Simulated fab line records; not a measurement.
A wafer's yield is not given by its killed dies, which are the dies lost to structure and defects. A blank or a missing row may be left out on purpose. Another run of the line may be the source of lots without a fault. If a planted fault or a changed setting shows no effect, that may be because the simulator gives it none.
Chamber matching    flow n5-finfet    N5_BEOL_M5_DEP_56 on pecvd-03: 3 sister chambers
The step deposits SiCN from 3MS/NH3, target thk 8 nm, time 14 s. 18 wafers are shown with their chamber, then 9 later ones without.

== EACH WAFER AND ITS CHAMBER ==
wafer   chamber  showerhead-plenum-p-Torr (Torr)  showerhead-vpp-V (V)  throttle-valve-pct (%)
L074.2  2        3.643                            849                   9.37
L074.3  1        3.664                            876                   9.30
L074.4  2        3.649                            855                   9.37
L078.3  1        3.676                            873                   9.27
L078.5  1        3.675                            884                   8.97
L078.6  0        3.693                            891                   9.35
L082.4  0        3.691                            888                   9.57
L082.5  1        3.675                            886                   9.50
L082.6  0        3.696                            897                   9.25
L086.1  2        3.645                            844                   8.94
L086.2  0        3.695                            908                   9.38
L086.3  1        3.663                            887                   9.37
L090.3  1        3.675                            874                   9.26
L090.4  2        3.648                            835                   8.56
L090.6  0        3.697                            920                   9.51
L091.2  1        3.671                            870                   9.24
L091.3  0        3.700                            903                   9.32
L091.6  0        3.690                            884                   9.26

SIGNATURES, as means of the wafers listed above
reading                   chamber 0  chamber 1  chamber 2  scatter within a chamber
showerhead-plenum-p-Torr  3.69457    3.67129    3.64625    0.00434
showerhead-vpp-V          898.71     878.57     845.75     9.85
throttle-valve-pct        9.3771     9.2729     9.0600     0.216
Rule: a wafer's distance from a chamber is the root of the sum, over the readings, of the square of ((its reading less the chamber's mean) divided by the reading's scatter). If the next closest chamber is less than 2 further off than the closest, the wafer can't be placed; otherwise it belongs to the closest. How the scatter is found: for the shown wafers, subtract from each reading the mean of its chamber, square and add these, divide the total by (wafers less chambers), then take the root.

== WAFERS MISSING THEIR CHAMBER ==
wafer   showerhead-plenum-p-Torr (Torr)  showerhead-vpp-V (V)  throttle-valve-pct (%)
L089.3  3.687                            890                   9.15
L089.5  3.669                            888                   9.15
L089.6  3.637                            840                   8.76
L094.1  3.671                            865                   9.14
L094.2  3.693                            901                   9.35
L094.4  3.683                            875                   8.79
L095.2  3.699                            884                   9.44
L095.3  3.670                            870                   9.23
L095.4  3.663                            879                   9.24

== EACH ONE'S CHAMBER ==
wafer   from the rows above      in truth
L089.3  can't be placed: 0 or 1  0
L089.5  1                        1
L089.6  2                        2
L094.1  1                        1
L094.2  0                        0
L094.4  can't be placed: 1 or 0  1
L095.2  0                        0
L095.3  1                        1
L095.4  1                        1
Correctly placed: 7 of 9. Not placeable from these rows: 2 (in 2, the candidates include the true chamber). 0 placed wrongly.
